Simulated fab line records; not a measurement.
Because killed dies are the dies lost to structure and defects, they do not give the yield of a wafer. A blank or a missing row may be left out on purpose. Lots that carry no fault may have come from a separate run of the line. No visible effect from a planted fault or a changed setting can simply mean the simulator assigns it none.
Matching of chambers    flow n5Finfet    N5_GATE_CUT_DESCUM_18 on rieDiel-02 has 4 sister chambers
The step chemistry O2, time 7 s. 16 wafers are shown with their chamber, then 8 later ones without.

WAFERS PAIRED WITH THEIR CHAMBERS
wafer   chamber  showerheadPlenumPTorr (Torr)  drypumpMotorCurrentA (A)  oesProductAu (a.u.)
L076.1  3        2.16                          5.9                       0.96
L076.3  1        2.10                          5.9                       0.77
L076.6  0        1.97                          6.6                       0.73
L082.1  3        2.15                          5.9                       0.93
L082.2  0        1.97                          6.5                       0.73
L082.4  1        2.09                          5.9                       0.76
L085.2  2        2.14                          5.3                       0.93
L085.3  0        1.97                          6.6                       0.71
L085.6  0        1.97                          6.5                       0.71
L086.1  1        2.09                          5.9                       0.75
L086.3  3        2.15                          5.9                       0.92
L086.6  1        2.09                          5.9                       0.76
L089.2  2        2.14                          5.2                       0.93
L089.3  1        2.09                          5.9                       0.76
L089.4  3        2.15                          5.9                       0.91
L091.3  2        2.13                          5.2                       0.92

SIGNATURES (means of the wafers above)
reading                chamber 0  chamber 1  chamber 2  chamber 3  scatter within a chamber
showerheadPlenumPTorr  1.9700     2.0920     2.1367     2.1525     0.0043
drypumpMotorCurrentA   6.550      5.900      5.233      5.900      0.0373
oesProductAu           0.7200     0.7600     0.9267     0.9300     0.0131
Rule: distance of a wafer from a chamber = root of the sum over the readings of ((wafer's reading minus chamber's mean) / reading's scatter) squared. The wafer belongs to the nearest chamber; if the next one is less than 2 further off, it can't be placed. The scatter: the root of (the sum of the squares of (reading less its chamber's mean) over the shown wafers, divided by (wafers less chambers)).

WAFERS WHOSE CHAMBER IS MISSING
wafer   showerheadPlenumPTorr (Torr)  drypumpMotorCurrentA (A)  oesProductAu (a.u.)
L091.5  1.96                          6.5                       0.70
L091.6  2.13                          5.2                       0.92
L093.1  2.09                          5.9                       0.75
L093.2  2.15                          5.9                       0.89
L093.4  2.13                          5.2                       0.92
L095.2  2.13                          5.3                       0.90
L095.3  2.09                          5.9                       0.74
L095.4  1.96                          6.6                       0.69

WHICH CHAMBER EACH ONE RAN IN
wafer   from the rows above  in truth
L091.5  0                    0
L091.6  2                    2
L093.1  1                    1
L093.2  3                    3
L093.4  2                    2
L095.2  2                    2
L095.3  1                    1
L095.4  0                    0
8 of 8 placed correctly. Left unplaced by these rows: 0. Wrongly placed: 0.
